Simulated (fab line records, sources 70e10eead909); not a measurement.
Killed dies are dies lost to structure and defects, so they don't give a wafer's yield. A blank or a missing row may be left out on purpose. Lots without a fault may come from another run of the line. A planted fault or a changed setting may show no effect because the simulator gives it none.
Which tool did it? | flow nand_harc | 14 lots, 42 wafers sampled, at 6 steps of a route of 1302

WHAT THE GAUGES READ, wafer by wafer
NHARC_A_ONON_D2_THK_MEAS_05: measures by ellipsometry. Usual: thk_nm 999 nm, standard deviation 12.
lot  | measured     | on            | thk_nm (nm)    | flag
L135 | day 12 23:41 | film_metro-02 | 1004 1002 1002 |
L136 | day 13 11:17 | film_metro-02 | 1021 1021 1022 |
L141 | day 15 05:25 | film_metro-01 | 989 988 989    |
L142 | day 15 17:00 | film_metro-02 | 1003 1006 1006 |
L148 | day 17 04:24 | film_metro-01 | 1001 1003 1004 |
L147 | day 17 15:25 | film_metro-01 | 993 993 991    |
L150 | day 18 06:35 | film_metro-02 | 1002 1001 1002 |
L149 | day 18 06:36 | film_metro-01 | 993 992 993    |
L151 | day 19 02:26 | film_metro-01 | 989 990 988    |
L152 | day 19 14:11 | film_metro-01 | 992 991 993    |
L154 | day 20 15:46 | film_metro-02 | 986 985 986    |
L155 | day 21 05:50 | film_metro-01 | 998 1000 999   |
L157 | day 21 13:02 | film_metro-01 | 1018 1017 1018 |
L158 | day 21 12:41 | film_metro-01 | 1000 1003 1002 |

NHARC_A_ONON_D2_THK_MEAS_11: measures by ellipsometry. Usual: thk_nm 1001 nm, standard deviation 9.5.
lot  | measured     | on            | thk_nm (nm)    | flag
L135 | day 13 00:48 | film_metro-02 | 1009 1010 1009 |
L136 | day 13 12:26 | film_metro-02 | 999 1000 1002  |
L141 | day 15 06:33 | film_metro-02 | 1613 1614 1615 | OFF
L142 | day 15 18:08 | film_metro-01 | 1636 1636 1635 | OFF
L148 | day 17 05:32 | film_metro-01 | 1014 1015 1015 |
L147 | day 17 16:32 | film_metro-02 | 1016 1013 1014 |
L150 | day 18 07:44 | film_metro-01 | 1010 1012 1010 |
L149 | day 18 07:46 | film_metro-01 | 1004 1006 1005 |
L151 | day 19 03:34 | film_metro-02 | 1002 1002 1003 |
L152 | day 19 15:20 | film_metro-02 | 1003 1003 1003 |
L154 | day 20 16:54 | film_metro-02 | 991 989 990    |
L155 | day 21 06:58 | film_metro-01 | 991 990 993    |
L157 | day 21 14:26 | film_metro-02 | 994 993 996    |
L158 | day 21 13:57 | film_metro-02 | 1002 1002 1004 |

NHARC_END_SORT_01. Usual: killed_at_array 59, standard deviation 20; killed_at_other 0.8, standard deviation 1; killed_at_periphery 3.2, standard deviation 2.1; killed_dies 63, standard deviation 21; killed_open 3.0, standard deviation 1.9; killed_short 2.3, standard deviation 1.5.
lot  | measured     | on        | killed_at_array | killed_at_other | killed_at_periphery | killed_dies | killed_open | killed_short | flag
L141 | day 27 13:29 | prober-01 | 675 676 674     | 0 0 0           | 2 1 3               | 677 677 677 | 3 1 3       | 2 1 4        | OFF
L142 | day 27 21:18 | prober-02 | 668 670 673     | 0 0 0           | 9 7 4               | 677 677 677 | 6 4 2       | 1 4 1        | OFF
L147 | day 29 06:05 | prober-01 | 103 93 85       | 1 0 0           | 1 0 3               | 105 93 88   | 1 2 5       | 1 1 2        |

WHICH TOOL RAN EACH LOT (tool, then ch and the chambers of the sampled wafers, then the start)
lot  | NHARC_A_DECK1_JOINT_CMP_13    | NHARC_A_ONON_D2_DEP_09           | NHARC_A_CHANNEL_HOLE_D2_DEP_00
L135 | cmp-02 ch 0,1,2, day 11 20:46 | pecvd_onon-04 ch 0, day 13 00:21 | acl_dep-02 ch 0, day 13 12:40
L136 | cmp-04 ch 0,2, day 12 09:50   | pecvd_onon-02 ch 0, day 13 11:55 | acl_dep-02 ch 0, day 14 02:11
L141 | cmp-04 ch 0,1,3, day 14 02:19 | pecvd_onon-02 ch 0, day 15 06:03 | -
L142 | cmp-01 ch 0,1, day 14 10:45   | pecvd_onon-02 ch 0, day 15 17:37 | -
L148 | cmp-02 ch 0,3, day 16 04:32   | pecvd_onon-04 ch 0, day 17 05:05 | acl_dep-02 ch 0, day 17 23:16
L147 | cmp-01 ch 1,2,3, day 16 15:31 | pecvd_onon-01 ch 0, day 17 16:02 | acl_dep-02 ch 0, day 18 06:49
L150 | cmp-02 ch 0,1,2, day 17 05:07 | pecvd_onon-04 ch 0, day 18 07:17 | acl_dep-03 ch 0, day 18 18:59
L149 | cmp-01 ch 1,2,3, day 17 05:08 | pecvd_onon-01 ch 0, day 18 07:19 | acl_dep-01 ch 0, day 18 18:52
L151 | cmp-01 ch 1,2,3, day 18 01:00 | pecvd_onon-01 ch 0, day 19 03:11 | acl_dep-03 ch 0, day 19 17:34
L152 | cmp-02 ch 0,3, day 18 13:25   | pecvd_onon-02 ch 0, day 19 14:53 | acl_dep-01 ch 0, day 20 02:57
L154 | cmp-04 ch 0,2,3, day 19 12:44 | pecvd_onon-01 ch 0, day 20 16:23 | acl_dep-01 ch 0, day 21 08:13
L155 | cmp-01 ch 0,1,2, day 20 05:26 | pecvd_onon-02 ch 0, day 21 06:31 | acl_dep-01 ch 0, day 21 17:20
L157 | cmp-04 ch 0,3, day 20 12:25   | pecvd_onon-01 ch 0, day 21 13:55 | acl_dep-02 ch 0, day 22 02:31
L158 | cmp-01 ch 0,1,3, day 20 12:26 | pecvd_onon-02 ch 0, day 21 13:30 | acl_dep-01 ch 0, day 22 04:31
- NHARC_A_DECK1_JOINT_CMP_13: polishes, target thk 51.023 nm.
- NHARC_A_ONON_D2_DEP_09: target thk 1000 nm.
- NHARC_A_CHANNEL_HOLE_D2_DEP_00: deposits aC, target thk 3100 nm.

WHAT THE TOOLS THEMSELVES READ (means of the sampled wafers that have a number; where no wafer has one, the mark that the record gives instead)
NHARC_A_DECK1_JOINT_CMP_13. Usual: motor_current_A 11.9 A, standard deviation 0.98; time_to_endpoint_s 9.0 s, standard deviation 2.7.
lot  | tool   | motor_current_A (A) | time_to_endpoint_s (s) | flag
L135 | cmp-02 | 11.7                | 8.8                    |
L136 | cmp-04 | 12.3                | 12.7                   |
L141 | cmp-04 | 12.1                | 11.1                   |
L142 | cmp-01 | 11.5                | 8.6                    |
L148 | cmp-02 | 12.6                | 5.4                    |
L147 | cmp-01 | 11.1                | 10.8                   |
L150 | cmp-02 | 11.7                | 7.4                    |
L149 | cmp-01 | 11.4                | 8.5                    |
L151 | cmp-01 | 11.3                | 8.1                    |
L152 | cmp-02 | 12.0                | 3.8                    |
L154 | cmp-04 | 12.7                | 10.1                   |
L155 | cmp-01 | 11.3                | 11.5                   |
L157 | cmp-04 | 12.6                | 7.6                    |
L158 | cmp-01 | 11.9                | 8.9                    |

NHARC_A_CHANNEL_HOLE_D2_DEP_00. Usual: throttle_valve_pct 35.000 %, standard deviation 0.0089.
lot  | tool       | throttle_valve_pct (%) | flag
L135 | acl_dep-02 | 35.003                 |
L136 | acl_dep-02 | 35.003                 |
L148 | acl_dep-02 | 35.009                 |
L147 | acl_dep-02 | 34.998                 |
L150 | acl_dep-03 | 34.994                 |
L149 | acl_dep-01 | 35.001                 |
L151 | acl_dep-03 | 34.997                 |
L152 | acl_dep-01 | 34.993                 |
L154 | acl_dep-01 | 35.003                 |
L155 | acl_dep-01 | 35.009                 |
L157 | acl_dep-02 | 35.005                 |
L158 | acl_dep-01 | 35.004                 |

THE ANSWER, worked out from the rows above alone
Rule: a lot is off if the mean of its wafers that have a number lies more than 3 standard deviations from the usual mean. A lot without any number at a reading at which 4 lots or more have one is off too. The other lots that the step has rows for count as sound. The gauges are gone through in route order, then the tools' own readings, and for those a lot's mean is taken as printed above. The first step at which some lot is off is used, and at that step the reading that is off furthest; a lot without a number counts as furthest.
Off: L141, L142, at NHARC_A_ONON_D2_THK_MEAS_11 (thk_nm).
A tool fits if, at a process step before that reading, it ran every lot that is off, and no sound lot after the first of them. The gauges at NHARC_A_ONON_D2_THK_MEAS_11 aren't tried: what is off there is off at NHARC_END_SORT_01 too, on other tools, and a gauge's error can't cause that. None of those tried fits.

WHAT THE SIMULATOR HAD PUT IN
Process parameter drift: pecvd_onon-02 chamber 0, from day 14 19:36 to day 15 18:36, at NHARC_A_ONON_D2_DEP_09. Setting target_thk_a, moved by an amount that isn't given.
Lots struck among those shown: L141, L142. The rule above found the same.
